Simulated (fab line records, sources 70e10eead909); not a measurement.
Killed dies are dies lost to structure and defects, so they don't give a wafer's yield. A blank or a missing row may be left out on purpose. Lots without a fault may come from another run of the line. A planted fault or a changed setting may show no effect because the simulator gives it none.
Chamber matching | flow nand_harc | NHARC_A_CHANNEL_FILL_D2_ALD_16 on ald_hk-02: 4 sister chambers
The step deposits SiO2, target thk 1.5 nm, pulse time 10 s, ald cycles 15. 8 wafers are shown with their chamber, then 9 later ones without.

WAFERS WITH THEIR CHAMBER
wafer  | chamber | heater_power_w (W) | precursor_pulse_height_rel
L083.6 | 0       | 508                | 1.032
L082.2 | 2       | 460                | 0.963
L084.3 | 3       | 431                | 0.959
L084.5 | 2       | 454                | 1.005
L084.6 | 3       | 415                | 1.026
L086.2 | 1       | 510                | 1.025
L086.5 | 0       | 505                | 1.005
L086.6 | 1       | 518                | 0.991

WAFERS WITHOUT THEIR CHAMBER
wafer  | heater_power_w (W) | precursor_pulse_height_rel
L089.1 | 424                | 1.004
L089.4 | 514                | 0.994
L089.5 | 507                | 0.990
L093.1 | 422                | 1.029
L093.5 | 503                | 0.963
L093.6 | 423                | 1.025
L097.2 | 508                | 0.970
L097.3 | 486                | 1.004
L097.6 | 416                | 0.975

WHICH CHAMBER EACH WENT THROUGH
wafer  | from the rows above          | in truth
L089.1 | 3                            | 3
L089.4 | can't be placed: 1 or 0      | 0
L089.5 | can't be placed: 0 or 1      | 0
L093.1 | 3                            | 3
L093.5 | can't be placed: 0 or 1      | 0
L093.6 | 3                            | 3
L097.2 | can't be placed: 1 or 0      | 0
L097.3 | can't be placed: 0 or 1 or 2 | 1
L097.6 | 3                            | 3
Placed correctly: 4 of 9. Can't be placed from these rows: 5 (the true chamber is among the candidates in 5). Placed wrongly: 0.
How it was worked out, from the rows above alone: a wafer's distance from a chamber is the root of the sum, over the readings, of the square of ((its reading less the chamber's mean) divided by the reading's scatter). The wafer belongs to the nearest chamber; if the next one is less than 2 further off, it can't be placed. A chamber's mean is the mean of its shown wafers. The scatter: the root of (the sum of the squares of (reading less its chamber's mean) over the shown wafers, divided by (wafers less chambers)).
